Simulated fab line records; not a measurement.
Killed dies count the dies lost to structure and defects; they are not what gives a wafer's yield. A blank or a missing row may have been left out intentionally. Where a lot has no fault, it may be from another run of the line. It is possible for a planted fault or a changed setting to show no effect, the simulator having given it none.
Matching of chambers / flow n5_finfet / N5_MOL_CONTACT_COAG_STRIP_98 on rie_diel-01: 4 sister chambers
The step strips in N2/H2. 4 wafers are shown with their chamber, then 10 later ones without.

== WAFERS WITH THEIR CHAMBER ==
wafer=L080.3; chamber=2; drypump_motor_current_A (A)=5.0
wafer=L080.5; chamber=1; drypump_motor_current_A (A)=5.7
wafer=L081.2; chamber=3; drypump_motor_current_A (A)=5.2
wafer=L081.5; chamber=0; drypump_motor_current_A (A)=6.5

== WAFERS WITH NO CHAMBER GIVEN ==
wafer=L081.6; drypump_motor_current_A (A)=5.7
wafer=L085.2; drypump_motor_current_A (A)=6.5
wafer=L085.3; drypump_motor_current_A (A)=5.0
wafer=L085.4; drypump_motor_current_A (A)=5.2
wafer=L092.1; drypump_motor_current_A (A)=6.5
wafer=L092.2; drypump_motor_current_A (A)=5.7
wafer=L092.6; drypump_motor_current_A (A)=6.5
wafer=L094.1; drypump_motor_current_A (A)=6.5
wafer=L094.2; drypump_motor_current_A (A)=5.6
wafer=L094.3; drypump_motor_current_A (A)=5.2

== THE CHAMBER EACH PASSED THROUGH ==
wafer=L081.6; from the rows above=1; in truth=1
wafer=L085.2; from the rows above=0; in truth=0
wafer=L085.3; from the rows above=2; in truth=2
wafer=L085.4; from the rows above=3; in truth=3
wafer=L092.1; from the rows above=0; in truth=0
wafer=L092.2; from the rows above=1; in truth=1
wafer=L092.6; from the rows above=0; in truth=0
wafer=L094.1; from the rows above=0; in truth=0
wafer=L094.2; from the rows above=1; in truth=1
wafer=L094.3; from the rows above=3; in truth=3
Placed correctly: 10 of 10. Not placeable from these rows: 0. Placed wrongly: 0.
How it was worked out, from the rows above alone: a wafer's distance from a chamber is the root of the sum, over the readings, of the square of ((its reading less the chamber's mean) divided by the reading's scatter). If the next closest chamber is less than 2 further off than the closest, the wafer can't be placed; otherwise it belongs to the closest. Each chamber's mean is taken over the wafers shown for it. The scatter: with one shown wafer a chamber, the root of the mean of the squares of how far each hidden wafer lies from its nearest shown one.
